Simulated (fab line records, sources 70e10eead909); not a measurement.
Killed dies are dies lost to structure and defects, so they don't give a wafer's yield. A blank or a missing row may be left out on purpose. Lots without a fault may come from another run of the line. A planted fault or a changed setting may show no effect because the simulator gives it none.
Chamber matching | flow nand_harc | NHARC_A_CONTACT_DEP_85 on pecvd-03: 3 sister chambers
The step deposits SiON, target thk 50 nm. 3 wafers are shown with their chamber, then 12 later ones without.

WAFERS WITH THEIR CHAMBER
wafer  | chamber | heater_power_outer_w (W)
L088.4 | 2       | 428
L086.5 | 1       | 456
L086.6 | 0       | 455

WAFERS WITHOUT THEIR CHAMBER
wafer  | heater_power_outer_w (W)
L090.1 | 330
L090.5 | 471
L090.6 | 468
L089.1 | 537
L089.2 | 539
L089.3 | 401
L091.2 | 522
L091.5 | 457
L091.6 | 396
L096.2 | 429
L096.3 | 448
L096.6 | 444

WHICH CHAMBER EACH WENT THROUGH
wafer  | from the rows above          | in truth
L090.1 | can't be placed: 2 or 0 or 1 | 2
L090.5 | can't be placed: 1 or 0 or 2 | 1
L090.6 | can't be placed: 1 or 0 or 2 | 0
L089.1 | can't be placed: 1 or 0 or 2 | 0
L089.2 | can't be placed: 1 or 0 or 2 | 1
L089.3 | can't be placed: 2 or 0 or 1 | 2
L091.2 | can't be placed: 1 or 0 or 2 | 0
L091.5 | can't be placed: 1 or 0 or 2 | 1
L091.6 | can't be placed: 2 or 0 or 1 | 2
L096.2 | can't be placed: 2 or 0 or 1 | 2
L096.3 | can't be placed: 0 or 1 or 2 | 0
L096.6 | can't be placed: 0 or 1 or 2 | 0
Placed correctly: 0 of 12. Can't be placed from these rows: 12 (the true chamber is among the candidates in 12). Placed wrongly: 0.
How it was worked out, from the rows above alone: a wafer's distance from a chamber is the root of the sum, over the readings, of the square of ((its reading less the chamber's mean) divided by the reading's scatter). The wafer belongs to the nearest chamber; if the next one is less than 2 further off, it can't be placed. A chamber's mean is the mean of its shown wafers. The scatter: with one shown wafer a chamber, the root of the mean of the squares of how far each hidden wafer lies from its nearest shown one.
